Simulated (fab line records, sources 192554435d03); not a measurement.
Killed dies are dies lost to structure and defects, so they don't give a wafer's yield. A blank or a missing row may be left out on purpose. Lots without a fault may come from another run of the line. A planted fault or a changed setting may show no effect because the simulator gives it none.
Split-lot experiment | flow n5_finfet | 7 lots, 21 wafers read, on a route of 1938 steps

THE SPLIT
At N5_BEOL_M5_TRENCH_ETCH_37 (etches SiCOH lowk in C4F6/O2, target depth 71.652 nm, time 24.7 s), the setting source_w was moved away from the recipe's 345 W on 7 of the 21 wafers read, by -12.5% to +16.6%. The other wafers ran this setting at the recipe's value.

The reading is taken at the split's own step.

THE READING
rf_vpp_V, in V, at N5_BEOL_M5_TRENCH_ETCH_37 (etches SiCOH lowk in C4F6/O2, target depth 71.652 nm, time 24.7 s). Fault-free wafers of this fab line usually give 664 V, standard deviation 5.7 V.

wafer  | tool, chamber at the split | source_w as run, W | against the recipe | rf_vpp_V, V | against lot-mates on the recipe
L083.1 | rie_diel-06, 2             | 345                | recipe             | 656         | -
L083.2 | rie_diel-06, 1             | 345                | recipe             | 668         | -
L083.5 | rie_diel-06, 3             | 345                | recipe             | 672         | -
L082.2 | rie_diel-05, 1             | 345                | recipe             | 654         | -
L082.3 | rie_diel-05, 2             | 402.1              | +16.6%             | 614         | -40
L082.4 | rie_diel-05, 0             | 402.1              | +16.6%             | 615         | -39
L085.1 | rie_diel-06, 3             | 345                | recipe             | 673         | -
L085.2 | rie_diel-06, 2             | 345                | recipe             | 656         | -
L085.4 | rie_diel-06, 1             | 345                | recipe             | 667         | -
L089.3 | rie_diel-06, 3             | 318.8              | -7.6%              | 701         | +45
L089.4 | rie_diel-06, 0             | 318.8              | -7.6%              | 690         | +34
L089.5 | rie_diel-06, 2             | 345                | recipe             | 656         | -
L092.3 | rie_diel-05, 3             | 345                | recipe             | 665         | -
L092.4 | rie_diel-05, 1             | 345                | recipe             | 653         | -
L092.6 | rie_diel-05, 1             | 301.8              | -12.5%             | 700         | +41
L094.3 | rie_diel-02, 3             | 388.1              | +12.5%             | 634         | -29
L094.4 | rie_diel-02, 0             | 345                | recipe             | 663         | -
L094.5 | rie_diel-02, 0             | 388.1              | +12.5%             | 625         | -38
L093.1 | rie_diel-06, 3             | 345                | recipe             | 672         | -
L093.2 | rie_diel-06, 1             | 345                | recipe             | 667         | -
L093.4 | rie_diel-06, 0             | 345                | recipe             | 662         | -

THE FIT
A straight line over all 21 wafers: rf_vpp_V changes by -3.04 V for each +1% of source_w; r = -0.96; the points scatter about the line by 7 V.
The same after taking each lot's own level away (the mean of its wafers on the recipe; 21 wafers): -2.96 V for each +1%; r = -0.95; scatter 7.7 V.
On that fit, the largest move of source_w shifts the reading by 49 V.
The lots' own levels span 654.0 to 667.0 V, that is 2.3 times the standard deviation above.
So the lot-to-lot level changes the slope little: the two slopes agree.
Check: with one of the wafers moved furthest among these (+16.6%) left out of the fit, the line predicts -48 V for it against its lot-mates. It came out at -40 V against them.
Tool readings at the split's step, against how far the setting was moved: rf_vpp_V r = -0.96.

OTHER SPLITS ON THESE WAFERS
These wafers also went through other splits before the reading. Each is held against what the fit with the lots' levels taken away leaves over:
other split on the same wafers   | wafers away from the commonest value | r with rf_vpp_V (lot level and that fit taken away)
N5_BEOL_M1_COAT_73 temp_c        | 5                                    | -0.29
N5_BEOL_M2_ILD_DEP_00 time_s     | 9                                    | +0.34
N5_BEOL_M2_DESCUM_33 time_s      | 3                                    | -0.23
N5_BEOL_M3_COAT_67 spin_rpm      | 10                                   | +0.23
N5_BEOL_M3_COAT_68 spin_rpm      | 4                                    | -0.26
N5_BEOL_M4_COAT_62 spin_rpm      | 6                                    | +0.23
N5_BEOL_M4_TRENCH_ETCH_37 bias_w | 3                                    | -0.29

THE FILE'S OWN FIT
rf_vpp_V changes by -2.92 V for each +1% of source_w, r = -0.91.
